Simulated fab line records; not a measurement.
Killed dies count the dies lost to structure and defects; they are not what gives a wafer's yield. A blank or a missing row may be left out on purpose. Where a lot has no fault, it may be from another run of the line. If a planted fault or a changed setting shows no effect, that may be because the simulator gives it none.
Matching of chambers :: flow nand harc :: 4 sister chambers for NHARC_A_DECK1_JOINT_CMP_02 on cmp-02
The step polishes SiOx. 14 wafers are shown with their chamber, then 7 later ones without.

== WAFERS PAIRED WITH THEIR CHAMBERS ==
wafer: L196.1
chamber: 2
motor current A (A): 12.8
retaining ring pressure frac: 0.997

wafer: L196.4
chamber: 3
motor current A (A): 11.0
retaining ring pressure frac: 1.002

wafer: L196.5
chamber: 2
motor current A (A): 13.2
retaining ring pressure frac: 1.007

wafer: L197.1
chamber: 1
motor current A (A): 12.6
retaining ring pressure frac: 1.006

wafer: L197.3
chamber: 3
motor current A (A): 10.9
retaining ring pressure frac: 0.999

wafer: L197.6
chamber: 2
motor current A (A): 13.2
retaining ring pressure frac: 1.002

wafer: L198.1
chamber: 0
motor current A (A): 13.4
retaining ring pressure frac: 0.988

wafer: L198.2
chamber: 2
motor current A (A): 13.0
retaining ring pressure frac: 1.007

wafer: L198.6
chamber: 3
motor current A (A): 11.1
retaining ring pressure frac: 1.010

wafer: L201.3
chamber: 0
motor current A (A): 13.3
retaining ring pressure frac: 1.004

wafer: L201.4
chamber: 1
motor current A (A): 11.4
retaining ring pressure frac: 1.004

wafer: L201.5
chamber: 1
motor current A (A): 11.5
retaining ring pressure frac: 1.004

wafer: L209.1
chamber: 0
motor current A (A): 14.1
retaining ring pressure frac: 1.008

wafer: L209.3
chamber: 2
motor current A (A): 13.2
retaining ring pressure frac: 1.001

SIGNATURES (averages over the wafers above)
reading: motor current A
chamber 0: 13.600
chamber 1: 11.833
chamber 2: 13.080
chamber 3: 11.000
scatter within a chamber: 0.376

reading: retaining ring pressure frac
chamber 0: 1.00000
chamber 1: 1.00467
chamber 2: 1.00280
chamber 3: 1.00367
scatter within a chamber: 0.00603
Rule: distance of a wafer from a chamber = root of the sum over the readings of ((wafer's reading minus chamber's mean) / reading's scatter) squared. The wafer belongs to the nearest chamber; if the next one is less than 2 further off, it can't be placed. The scatter: the root of (the sum of the squares of (reading less its chamber's mean) over the shown wafers, divided by (wafers less chambers)).

== WAFERS MISSING THEIR CHAMBER ==
wafer: L209.4
motor current A (A): 12.4
retaining ring pressure frac: 0.989

wafer: L214.4
motor current A (A): 12.9
retaining ring pressure frac: 1.011

wafer: L214.5
motor current A (A): 12.3
retaining ring pressure frac: 1.011

wafer: L214.6
motor current A (A): 12.8
retaining ring pressure frac: 1.004

wafer: L215.1
motor current A (A): 11.1
retaining ring pressure frac: 0.998

wafer: L215.4
motor current A (A): 12.5
retaining ring pressure frac: 1.000

wafer: L215.6
motor current A (A): 13.2
retaining ring pressure frac: 1.002

== WHICH CHAMBER EACH WENT THROUGH ==
wafer: L209.4
from the rows above: can't be placed: 2 or 1 or 0 or 3
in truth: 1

wafer: L214.4
from the rows above: can't be placed: 2 or 0 or 1
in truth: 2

wafer: L214.5
from the rows above: can't be placed: 1 or 2
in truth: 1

wafer: L214.6
from the rows above: can't be placed: 2 or 0 or 1
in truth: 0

wafer: L215.1
from the rows above: can't be placed: 3 or 1
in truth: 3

wafer: L215.4
from the rows above: can't be placed: 2 or 1 or 0
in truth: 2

wafer: L215.6
from the rows above: can't be placed: 2 or 0
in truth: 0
Correctly placed: 0 of 7. Cannot be placed on the basis of these rows: 7; the candidates contain the true chamber in 7. Wrongly placed: 0.
